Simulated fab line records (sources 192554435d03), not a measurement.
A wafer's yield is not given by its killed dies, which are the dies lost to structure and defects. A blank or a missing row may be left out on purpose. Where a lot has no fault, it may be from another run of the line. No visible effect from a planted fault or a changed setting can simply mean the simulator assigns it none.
Chamber matching    flow n5-finfet    N5_BEOL_M9_VIA_ETCH_34 on rie-diel-01 has 4 sister chambers
The step etches SiCOH lowk in C4F6/O2, target depth 182.4 nm, time 68.4 s. 20 wafers are shown with their chamber, then 10 later ones without.

## EACH WAFER AND ITS CHAMBER
wafer   chamber  drypump-motor-current-A (A)  rf-vpp-V (V)  throttle-valve-pct (%)
L075.2  2        5.7                          702           21.36
L075.4  0        5.6                          665           20.59
L075.6  3        6.6                          718           21.21
L076.1  1        6.6                          620           20.66
L076.4  2        5.7                          705           21.34
L076.5  0        5.5                          668           20.60
L078.1  2        5.7                          702           21.34
L078.5  3        6.6                          719           21.20
L078.6  2        5.7                          704           21.37
L082.3  3        6.6                          718           21.24
L082.4  1        6.6                          619           20.67
L082.6  3        6.6                          717           21.24
L087.1  0        5.5                          667           20.65
L087.4  0        5.5                          667           20.64
L087.5  3        6.6                          718           21.25
L089.1  1        6.6                          630           20.40
L089.5  0        5.5                          668           20.64
L089.6  3        6.6                          719           21.26
L093.1  0        5.6                          666           20.65
L093.4  2        5.7                          703           20.97

SIGNATURES, as means of the wafers listed above
reading                  chamber 0  chamber 1  chamber 2  chamber 3  scatter within a chamber
drypump-motor-current-A  5.533      6.600      5.700      6.600      0.0289
rf-vpp-V                 666.83     623.00     703.20     718.17     2.38
throttle-valve-pct       20.6283    20.5767    21.2760    21.2333    0.103
Rule: for each reading, subtract the chamber's mean from the wafer's reading, divide by that reading's scatter and square the result; add these up over the readings and take the root, which gives the wafer's distance from the chamber. The wafer belongs to the nearest chamber; if the next one is less than 2 further off, it can't be placed. The scatter: the root of (the sum of the squares of (reading less its chamber's mean) over the shown wafers, divided by (wafers less chambers)).

## WAFERS WITHOUT THEIR CHAMBER
wafer   drypump-motor-current-A (A)  rf-vpp-V (V)  throttle-valve-pct (%)
L093.6  6.6                          718           21.25
L092.1  6.6                          717           21.27
L092.3  5.6                          667           20.66
L092.4  5.7                          700           21.00
L095.3  5.7                          704           20.98
L095.5  5.7                          701           20.99
L095.6  6.6                          717           21.28
L097.1  5.7                          701           21.01
L097.5  5.7                          703           21.01
L097.6  6.6                          717           21.30

## EACH ONE'S CHAMBER
wafer   from the rows above  in truth
L093.6  3                    3
L092.1  3                    3
L092.3  0                    0
L092.4  2                    2
L095.3  2                    2
L095.5  2                    2
L095.6  3                    3
L097.1  2                    2
L097.5  2                    2
L097.6  3                    3
Placed correctly: 10 of 10. Can't be placed from these rows: 0. Number placed wrongly: 0.
